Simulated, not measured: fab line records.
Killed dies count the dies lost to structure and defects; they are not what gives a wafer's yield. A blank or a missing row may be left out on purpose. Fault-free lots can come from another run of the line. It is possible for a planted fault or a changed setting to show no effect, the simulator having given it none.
Check of tool commonality -- flow nand harc -- 6 wafers sampled across 2 lots

== WHY THIS WAS OPENED ==
Flagged at NHARC_END_SORT_01: reading killed at array, on 2 of 2 lots. Fault-free wafers read 27, with a standard deviation of 11.
Rule: a lot is flagged in two cases, either no wafer of it has a number, or all its wafers with numbers fall more than 4 standard deviations from that mean. All remaining lots are regarded as sound.

lot,measured,on,"killed at array, wafer by wafer",flag
L875,day 21 12:30,prober-01,674 673 673,FLAGGED
L873,day 21 17:43,prober-02,675 673 674,FLAGGED
The numbers of the flagged lots are 674 on average: +647 against the usual, or +59 standard deviations.

== WHICH TOOL RAN EACH LOT ==
2 process steps preceding the reading are held in the record, out of 1159 steps in the route. Read each cell as the tool, then ch plus the chambers that the sampled wafers visited, then the start.
lot,flag,NHARC_P_BONDPAD_ANNEAL_28,NHARC_A_ZERO_WELL_STRIP_14
L875,FLAGGED,"rtp anneal-02 ch 0, day 8 09:34","wet bench-07 ch 2,5,7, day 8 11:59"
L873,FLAGGED,"rtp anneal-01 ch 0, day 8 00:13","wet bench-07 ch 0,2,7, day 8 02:57"
What the steps here do:
- NHARC_P_BONDPAD_ANNEAL_28: time 90 s.
- NHARC_A_ZERO_WELL_STRIP_14: strips in SPM, time 900 s.
- NHARC_END_SORT_01

== FLAGGED OVER TOTAL, TOOL BY TOOL (the gauges that took the reading come last) ==
step,tool,lots run,flagged,share of the flagged lots,sound lots run after its first flagged lot
NHARC_P_BONDPAD_ANNEAL_28,rtp anneal-01,1,1,some,0
NHARC_P_BONDPAD_ANNEAL_28,rtp anneal-02,1,1,some,0
NHARC_A_ZERO_WELL_STRIP_14,wet bench-07,2,2,all,0
NHARC_END_SORT_01,prober-01,1,1,some,0
NHARC_END_SORT_01,prober-02,1,1,some,0

== WHAT THE TABLE PERMITS ==
All flagged lots share 1 row of the table, namely wet bench-07 at NHARC_A_ZERO_WELL_STRIP_14.
- wet bench-07 at NHARC_A_ZERO_WELL_STRIP_14 ran 2 lots, 2 of them flagged. In this sample it ran no sound lot ahead of its first flagged lot, so there is no way to narrow down the start.
What remains is a single tool, wet bench-07 at NHARC_A_ZERO_WELL_STRIP_14.

== WHAT WAS PUT IN BY THE SIMULATOR ==
Beginning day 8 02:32, the whole step at NHARC_A_ZERO_WELL_STRIP_14 was skipped on wet bench-07. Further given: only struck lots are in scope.
Struck lots among those shown: L875, L873. The rule above reached the same finding.
